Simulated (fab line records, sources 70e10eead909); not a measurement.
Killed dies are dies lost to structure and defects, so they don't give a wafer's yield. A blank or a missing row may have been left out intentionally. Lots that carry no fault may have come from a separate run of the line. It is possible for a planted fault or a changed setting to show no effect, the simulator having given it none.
Matching of chambers | flow nand harc | rie si-03 running NHARC_A_WL_FILL_ETCHBACK_26: 4 sister chambers
The step etches the open film in HBr, target depth 52 nm, time 13.3 s. 4 wafers are shown with their chamber, then 9 later ones without.

== WAFERS, EACH WITH ITS CHAMBER ==
wafer  | chamber | he backside leak sccm (sccm)
L086.3 | 0       | 2.50
L087.3 | 1       | 2.53
L087.4 | 3       | 2.39
L087.6 | 2       | 2.64

== WAFERS WITHOUT THEIR CHAMBER ==
wafer  | he backside leak sccm (sccm)
L090.2 | 2.45
L090.5 | 2.72
L090.6 | 2.43
L097.1 | 2.40
L097.3 | 2.43
L097.5 | 2.50
L094.1 | 2.89
L094.3 | 2.42
L094.5 | 2.49

== EACH ONE'S CHAMBER ==
wafer  | from the rows above               | in truth
L090.2 | can't be placed: 0 or 3 or 1 or 2 | 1
L090.5 | can't be placed: 2 or 1 or 0      | 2
L090.6 | can't be placed: 3 or 0 or 1 or 2 | 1
L097.1 | can't be placed: 3 or 0 or 1      | 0
L097.3 | can't be placed: 3 or 0 or 1 or 2 | 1
L097.5 | can't be placed: 0 or 1 or 3 or 2 | 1
L094.1 | can't be placed: 2 or 1 or 0      | 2
L094.3 | can't be placed: 3 or 0 or 1      | 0
L094.5 | can't be placed: 0 or 1 or 3 or 2 | 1
Placed correctly: 0 of 9. From these rows, 9 cannot be placed; in 9 the true chamber is one of the candidates. 0 placed wrongly.
How it was worked out, from the rows above alone: a wafer's distance from a chamber is the root of the sum, over the readings, of the square of ((its reading less the chamber's mean) divided by the reading's scatter). The wafer belongs to the nearest chamber; if the next one is less than 2 further off, it can't be placed. Each chamber's mean is taken over the wafers shown for it. The scatter: with one shown wafer a chamber, the root of the mean of the squares of how far each hidden wafer lies from its nearest shown one.
